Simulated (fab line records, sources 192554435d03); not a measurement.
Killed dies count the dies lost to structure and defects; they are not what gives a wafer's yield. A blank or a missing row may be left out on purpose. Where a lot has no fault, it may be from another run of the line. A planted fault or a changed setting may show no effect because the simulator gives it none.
fab line records ; flow n5Finfet ; part 2 of 2: steps 20 to 26 of 26
record: lots: 5; wafers: 15; lastDay: 16
route steps=1938 shown HKMG_FIN@445 GATE_CUT@465
lots untouched by any fault: they come from a run of this same line in which no faults occurred
startH: hours from the record's opening day to when the first of the lot's shown wafers began ; waitH: how many hours have passed since the lot's step before this one ; " unchanged from the row above ; L1.1+2: a row that stands for several wafers ; - value missing, or start not given ; * or withheld: withheld ; < > ~ a bound
route shown NAME@n: a module of which the file shows steps, and the number in the route of the first ; usual: mean/standard deviation of fault-free wafers ; same: alike in all rows ; chamber/n: place in a boat ; sites: per-site readings ; _std_site: how widely they spread, as a standard deviation ; _edge_site: the outer-site mean with the inner-site mean subtracted ; radiusMm: how far each site lies from the wafer's centre ; mask NAME#n: copy n ; behind: the most recent tool/chamber to have shaped the wafer ; hold: reason for holding the lot/hours on hold/outcome of the hold ; device: which transistor (n, p or np) failed to switch ; end of line: tests run on the same wafers once the route is complete ; for a step that has no rows: nothing shown but its recipe ; killed: dies lost to structure and defects at the first sort, not the wafer's yield ; map: the dies of a wafer, with x for killed, . for not killed, _ for no die there
set.NAME: the run value of the setting; set.NAME@STEP: its run value at that earlier step ; model.NAME: the simulator's own value behind a step, which no gauge read
a table for each step, a row for each wafer; lots at some steps of the route
services: when a tool's chamber went out of use (startH, in hours from the record's first day, below 0 if earlier), for how many hours, and the reason
== steps ==
step: N5_GATE_CUT_ETCHBACK_00
recipe: chemistry: SF6/Cl2; target: W; pressureMtorr: 8; icpW: 900; biasW: 80; SF6_flow_sccm: 40; Cl2_flow_sccm: 60
usual: drypumpMotorCurrentA: 5.6/0.64; oesProductAu: 0.77/0.14; throttleValvePct: 27.29/0.19
lot.wafer;tool;chamber;startH;waitH;drypumpMotorCurrentA;oesProductAu;rfHoursCounterH;throttleValvePct
L075.2;rieMetal-03;1;87.65;0.0;5.4;0.62;125;27.76
L075.4;rieMetal-03;1;87.65;0.0;5.4;0.61;-;27.77
L075.6;rieMetal-03;0;87.65;0.0;5.8;0.61;-;27.54
L076.2;rieMetal-01;1;94.91;0.0;4.7;1.01;0;27.25
L076.3;rieMetal-01;0;94.91;0.0;6.0;0.73;-;27.10
L076.5;rieMetal-01;0;94.91;0.0;6.0;0.73;-;27.09
L078.1;rieMetal-01;0;108.53;0.0;6.0;0.74;59;27.09
L078.4;rieMetal-01;0;108.53;0.0;6.0;0.73;-;27.09
L078.5;rieMetal-01;1;108.53;0.0;4.7;0.98;-;27.25
L081.1;rieMetal-01;0;127.34;0.0;6.0;0.73;60;27.09
L081.2;rieMetal-01;1;127.34;0.0;4.7;0.96;3;27.24
L081.4;rieMetal-01;1;127.34;0.0;4.7;0.95;-;27.25
L088.2;rieMetal-01;1;168.81;0.0;4.8;0.94;6;27.25
L088.3;rieMetal-01;1;168.81;0.0;4.7;0.93;-;27.27
L088.6;rieMetal-01;0;168.81;0.0;6.0;0.73;-;27.12
step: N5_GATE_CUT_ETCH_56
recipe: chemistry: Cl2/Ar; target: TiN; targetDepthA: 216; pressureMtorr: 10; icpW: 600; biasW: 60; Cl2_flow_sccm: 40; Ar_flow_sccm: 60
usual: drypumpMotorCurrentA: 5.6/0.63; oesProductAu: 0.77/0.14; throttleValvePct: 20.70/0.2
lot.wafer;tool;chamber;startH;waitH;drypumpMotorCurrentA;oesProductAu;rfHoursCounterH;throttleValvePct
L075.2;rieMetal-03;1;87.77;0.1;5.4;0.61;125;21.03
L075.4;rieMetal-03;1;87.77;0.1;5.4;0.60;-;21.05
L075.6;rieMetal-03;0;87.77;0.1;5.8;0.60;-;21.07
L076.2;rieMetal-01;1;95.03;0.1;4.8;1.01;0;20.54
L076.3;rieMetal-01;0;95.03;0.1;6.0;0.72;-;20.61
L076.5;rieMetal-01;0;95.03;0.1;6.0;0.72;-;20.60
L078.1;rieMetal-01;0;108.69;0.1;6.0;0.73;59;20.62
L078.4;rieMetal-01;0;108.69;0.1;6.0;0.72;-;20.60
L078.5;rieMetal-01;1;108.69;0.1;4.8;1.01;-;20.52
L081.1;rieMetal-01;0;127.46;0.1;6.0;0.72;60;20.62
L081.2;rieMetal-01;1;127.46;0.1;4.8;0.98;3;20.55
L081.4;rieMetal-01;1;127.46;0.1;4.8;0.97;-;20.54
L088.2;rieMetal-01;1;168.93;0.1;4.7;0.95;6;20.53
L088.3;rieMetal-01;1;168.93;0.1;4.7;0.94;-;20.56
L088.6;rieMetal-01;0;168.93;0.1;6.0;0.71;-;20.62
step: N5_GATE_CUT_ETCHBACK_30
recipe: chemistry: Cl2/Ar; target: TiN; targetDepthA: 30; mode: isotropic; pressureMtorr: 10; icpW: 600; biasW: 60; Cl2_flow_sccm: 40; Ar_flow_sccm: 60
usual: drypumpMotorCurrentA: 5.6/0.64; oesProductAu: 0.77/0.14; throttleValvePct: 20.70/0.2
lot.wafer;tool;chamber;startH;waitH;drypumpMotorCurrentA;oesProductAu;rfHoursCounterH;throttleValvePct
L075.2;rieMetal-03;1;87.86;0.1;5.4;0.61;125;21.03
L075.4;rieMetal-03;1;87.86;0.1;5.4;0.60;-;21.05
L075.6;rieMetal-03;0;87.86;0.1;5.8;0.61;-;21.09
L076.2;rieMetal-01;1;95.12;0.1;4.7;1.02;0;20.54
L076.3;rieMetal-01;0;95.12;0.1;6.0;0.72;-;20.61
L076.5;rieMetal-01;0;95.12;0.1;6.0;0.72;-;20.63
L078.1;rieMetal-01;0;108.81;0.1;6.0;0.72;59;20.61
L078.4;rieMetal-01;0;108.81;0.1;6.0;0.72;-;20.61
L078.5;rieMetal-01;1;108.81;0.1;4.7;0.99;-;20.54
L081.1;rieMetal-01;0;127.55;0.1;6.0;0.71;60;20.62
L081.2;rieMetal-01;1;127.55;0.1;4.8;0.98;3;20.55
L081.4;rieMetal-01;1;127.55;0.1;4.8;0.98;-;20.54
L088.2;rieMetal-01;1;169.02;0.1;4.8;0.94;6;20.56
L088.3;rieMetal-01;1;169.02;0.1;4.7;0.95;-;20.55
L088.6;rieMetal-01;0;169.02;0.1;6.1;0.71;-;20.63
step: N5_GATE_CUT_VAPOR_ETCH_60
recipe: chemistry: BCl3/Cl2; target: HfO2; mode: isotropic
usual: drypumpMotorCurrentA: 5.6/0.64; oesProductAu: 0.77/0.14
lot.wafer;tool;chamber;startH;waitH;drypumpMotorCurrentA;oesProductAu
L075.2;rieMetal-03;1;87.89;0.0;5.4;0.62
L075.4;rieMetal-03;1;87.89;0.0;5.4;0.62
L075.6;rieMetal-03;0;87.89;0.0;5.8;0.60
L076.2;rieMetal-01;1;95.15;0.0;4.7;1.01
L076.3;rieMetal-01;0;95.15;0.0;6.0;0.74
L076.5;rieMetal-01;0;95.15;0.0;6.0;0.73
L078.1;rieMetal-01;0;108.85;0.0;6.1;0.73
L078.4;rieMetal-01;0;108.85;0.0;6.1;0.72
L078.5;rieMetal-01;1;108.85;0.0;4.7;0.99
L081.1;rieMetal-01;0;127.58;0.0;6.1;0.72
L081.2;rieMetal-01;1;127.58;0.0;4.7;0.96
L081.4;rieMetal-01;1;127.58;0.0;4.7;0.97
L088.2;rieMetal-01;1;169.05;0.0;4.7;0.94
L088.3;rieMetal-01;1;169.05;0.0;4.8;0.94
L088.6;rieMetal-01;0;169.05;0.0;6.0;0.72
step: N5_GATE_CUT_ETCH_58
recipe: chemistry: CH3F/O2; target: SiNx; targetDepthA: 170; timeS: 128.6; ionEnergyEv: 50; pressureMtorr: 30; sourceW: 415; biasW: 21; Ar_flow_sccm: 150; CH3F_flow_sccm: 30; O2_flow_sccm: 20
usual: drypumpMotorCurrentA: 5.6/0.46; oesProductAu: 0.80/0.097; rfVppV: 99.2/0.9; showerheadPlenumPTorr: 2.00/0.058; throttleValvePct: 16.36/0.2
lot.wafer;tool;chamber;startH;waitH;drypumpMotorCurrentA;oesProductAu;rfHoursCounterH;rfVppV;showerheadPlenumPTorr;throttleValvePct
L075.2;rieDiel-03;0;87.94;0.0;5.1;0.74;167;99.7;2.01;16.42
L075.4;rieDiel-03;2;87.94;0.0;5.3;0.69;226;97.9;1.98;16.39
L075.6;rieDiel-03;1;87.94;0.0;5.4;0.70;-;98.6;1.89;16.74
L076.2;rieDiel-06;2;95.24;0.1;6.0;0.70;195;100.3;1.97;16.43
L076.3;rieDiel-06;1;95.24;0.1;5.7;0.77;147;99.6;1.98;16.39
L076.5;rieDiel-06;2;95.24;0.1;6.1;0.70;-;97.8;1.97;16.44
L078.1;rieDiel-04;0;108.91;0.0;5.9;0.72;162;99.3;1.99;16.50
L078.4;rieDiel-04;2;108.91;0.0;5.7;0.72;208;97.8;1.91;16.74
L078.5;rieDiel-04;1;108.91;0.0;5.2;0.73;-;98.3;1.99;16.29
L081.1;rieDiel-06;0;127.64;0.0;5.2;0.84;54;98.1;1.94;16.06
L081.2;rieDiel-06;1;127.64;0.0;5.7;0.77;155;98.9;1.98;16.38
L081.4;rieDiel-06;2;127.64;0.0;6.0;0.71;203;99.6;1.97;16.44
L088.2;rieDiel-04;1;169.11;0.0;5.2;0.71;201;100.2;1.99;16.34
L088.3;rieDiel-04;3;169.11;0.0;5.2;0.86;39;98.8;1.95;16.21
L088.6;rieDiel-04;0;169.11;0.0;5.9;0.72;-;98.9;1.98;16.54
step: N5_GATE_CUT_STRIP_59
recipe: chemistry: N2/H2; timeS: 20; powerW: 100; tempC: 40; pressureMtorr: 100; rfFrequencyHz: 6e+07; biasPowerW: 3; n2FlowSccm: 300; h2FlowSccm: 300
usual: drypumpMotorCurrentA: 5.6/0.47; oesProductAu: 0.81/0.095; rfVppV: 45.3/0.81; showerheadPlenumPTorr: 3.38/0.091; throttleValvePct: 12.30/0.29
lot.wafer;tool;chamber;startH;waitH;drypumpMotorCurrentA;oesProductAu;rfHoursCounterH;rfVppV;showerheadPlenumPTorr;throttleValvePct
L075.2;rieDiel-03;0;88.04;0.1;5.1;0.74;167;45.5;3.39;12.37
L075.4;rieDiel-03;2;88.04;0.1;5.3;0.68;226;46.2;3.36;12.31
L075.6;rieDiel-03;1;88.04;0.1;5.4;0.70;-;45.0;3.18;12.68
L076.2;rieDiel-06;2;95.34;0.1;6.1;0.71;195;45.7;3.34;12.39
L076.3;rieDiel-06;1;95.34;0.1;5.7;0.78;147;45.5;3.38;12.37
L076.5;rieDiel-06;2;95.34;0.1;6.1;0.71;-;45.3;3.34;12.38
L078.1;rieDiel-04;0;109.01;0.1;5.9;0.73;162;44.6;3.39;12.57
L078.4;rieDiel-04;2;109.01;0.1;5.7;0.71;208;45.9;3.24;12.77
L078.5;rieDiel-04;1;109.01;0.1;5.3;0.74;-;45.8;3.35;12.20
L081.1;rieDiel-06;0;127.74;0.1;5.2;0.84;54;45.0;3.27;11.87
L081.2;rieDiel-06;1;127.74;0.1;5.7;0.77;155;45.6;3.38;12.39
L081.4;rieDiel-06;2;127.74;0.1;6.1;0.71;203;44.9;3.34;12.39
L088.2;rieDiel-04;1;169.21;0.1;5.3;0.71;201;45.5;3.34;12.28
L088.3;rieDiel-04;3;169.21;0.1;5.2;0.86;39;45.8;3.30;12.08
L088.6;rieDiel-04;0;169.21;0.1;5.9;0.72;-;45.3;3.38;12.61
step: N5_GATE_CUT_PRECLEAN_31
recipe: tempC: 23; chemistry: DIW; timeS: 300
lot.wafer;tool;chamber;startH;waitH
L075.2+4+6;wetBench-06;3,2,1;88.12;0.1
L076.2+3+5;wetBench-01;4,6,7;95.42;0.1
L078.1+4+5;wetBench-01;6,2,3;109.10;0.1
L081.1+2+4;wetBench-05;4,7,2;127.82;0.1
L088.2+3+6;wetBench-06;3,0,4;169.29;0.1
== services ==
tool;chamber;startH;hours;kind
rieMetal-01;1;64.03;-;clean
rieMetal-01;1;64.03;22.5;scheduledDown
rieMetal-01;1;64.03;22.5;ventCycle
rieDiel-02;-;65.60;2.8;pm
cmp-02;-;68.77;4.0;pm
rieDiel-01;3;70.89;5.6;repair
wetBench-03;-;72.24;1.0;repair
cvdW-02;0;72.69;2.4;repair
cmp-02;-;72.77;-;consumableReplace:conditioner
cmp-02;-;72.77;-;consumableReplace:pad
rieDiel-02;3;72.95;-;clean
rieDiel-02;3;72.95;-;consumableReplace:focusRing
rieDiel-06;-;86.87;0.4;repair
wetBench-02;-;98.44;0.9;repair
cvdW-02;-;126.01;14.6;pm
cmp-01;-;129.25;7.7;pm
wetBench-01;-;131.33;1.1;repair
cmp-03;-;131.93;4.0;pm
rieDiel-05;3;132.65;7.5;repair
rieDiel-06;3;133.56;10.2;repair
rieDiel-01;1;135.00;12.9;repair
cvdW-01;-;140.61;2.8;pm
rieDiel-03;1;146.18;2.5;repair
rieDiel-03;-;159.37;0.7;repair
